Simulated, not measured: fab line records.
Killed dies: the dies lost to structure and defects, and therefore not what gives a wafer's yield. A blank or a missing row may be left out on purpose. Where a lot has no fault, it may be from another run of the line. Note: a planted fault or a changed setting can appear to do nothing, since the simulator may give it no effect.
Lot-split experiment + flow n5_finfet + on a route of 1938 steps: 7 lots, 21 wafers read

== THE SPLIT ITSELF ==
At N5_ZERO_LAYER_ETCH_18 (etches Si in HBr/Cl2, target depth 120 nm, time 40 s), the setting icp_w was moved away from the recipe's 800 W on 9 of the 21 wafers read, by -13.3% to +14.5%. For the rest of the wafers, this setting stayed at what the recipe calls for.

Reading taken at the split's own step.

== THE READING ==
etch.depth_nm (the simulator's own value, which no gauge read), in nm, at N5_ZERO_LAYER_ETCH_18 (etches Si in HBr/Cl2, target depth 120 nm, time 40 s). The file does not state a usual value for it. The 12 wafers here that ran the recipe average 120.2 nm, standard deviation 1.3 nm.

| wafer  | tool, chamber at the split | icp_w as run, W | against the recipe | etch.depth_nm, nm | against lot-mates on the recipe |
|--------|----------------------------|-----------------|--------------------|-------------------|---------------------------------|
| L076.1 | rie_si-01, 2               | 800             | recipe             | 120.8             | -                               |
| L076.5 | rie_si-01, 0               | 711.1           | -11.1%             | 114.3             | -6.5                            |
| L076.6 | rie_si-01, 2               | 711.1           | -11.1%             | 113.7             | -7.1                            |
| L080.1 | rie_si-06, 1               | 800             | recipe             | 120               | -                               |
| L080.2 | rie_si-06, 2               | 697             | -12.9%             | 112.6             | -7.4                            |
| L080.6 | rie_si-06, 3               | 697             | -12.9%             | 111.4             | -8.6                            |
| L086.3 | rie_si-06, 2               | 915.8           | +14.5%             | 128.9             | no lot-mate on the recipe       |
| L086.4 | rie_si-06, 3               | 915.8           | +14.5%             | 125.5             | no lot-mate on the recipe       |
| L086.5 | rie_si-06, 0               | 915.8           | +14.5%             | 128.4             | no lot-mate on the recipe       |
| L091.1 | rie_si-06, 3               | 800             | recipe             | 120.2             | -                               |
| L091.3 | rie_si-06, 0               | 693.3           | -13.3%             | 114.9             | -5.5                            |
| L091.5 | rie_si-06, 3               | 800             | recipe             | 120.7             | -                               |
| L093.1 | rie_si-06, 3               | 800             | recipe             | 118.4             | -                               |
| L093.4 | rie_si-06, 0               | 800             | recipe             | 120.8             | -                               |
| L093.5 | rie_si-06, 2               | 800             | recipe             | 119.7             | -                               |
| L096.1 | rie_si-01, 2               | 800             | recipe             | 120.5             | -                               |
| L096.5 | rie_si-01, 1               | 800             | recipe             | 123.3             | -                               |
| L096.6 | rie_si-01, 3               | 800             | recipe             | 121               | -                               |
| L097.2 | rie_si-06, 1               | 720.5           | -9.9%              | 112.7             | -5.7                            |
| L097.5 | rie_si-06, 0               | 800             | recipe             | 118.7             | -                               |
| L097.6 | rie_si-06, 1               | 800             | recipe             | 118.1             | -                               |

THE FIT
A straight line over all 21 wafers: etch.depth_nm changes by +0.546 nm for each +1% of icp_w; r = +0.96; the points scatter about the line by 1.5 nm.
The same after taking each lot's own level away (the mean of its wafers on the recipe; 18 wafers): +0.569 nm for each +1%; r = +0.96; scatter 0.94 nm.
According to that fit, moving icp_w by its largest amount changes the reading by 8.2 nm.
Measured against the standard deviation above, the lots' own levels, which go from 118.40 to 121.60 nm, span 2.4 times it.
Hence the lot-to-lot level has little effect on the slope; both slopes agree.
Check: with one of the wafers moved furthest among these (-13.3%) left out of the fit, the line predicts -8.15 nm for it against its lot-mates. Against them it came out at -5.55 nm.

== THE WHOLE CHAIN: every reading that the file lists as answering this split, in the file's order ==
| step                  | what it does                                         | reading                                                                      | change (the file's fit)               | r (the file's) |
|-----------------------|------------------------------------------------------|------------------------------------------------------------------------------|---------------------------------------|----------------|
| N5_ZERO_LAYER_ETCH_18 | etches Si in HBr/Cl2, target depth 120 nm, time 40 s | ZERO_LAYER.feature_depth_nm (the simulator's own value, which no gauge read) | +0.545 nm for each +1% of the setting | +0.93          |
| N5_ZERO_LAYER_ETCH_18 | etches Si in HBr/Cl2, target depth 120 nm, time 40 s | etch.depth_nm (the simulator's own value, which no gauge read)               | +0.545 nm for each +1% of the setting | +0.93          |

== THE FILE'S OWN FIT ==
etch.depth_nm changes by +0.545 nm for each +1% of icp_w, r = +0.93.
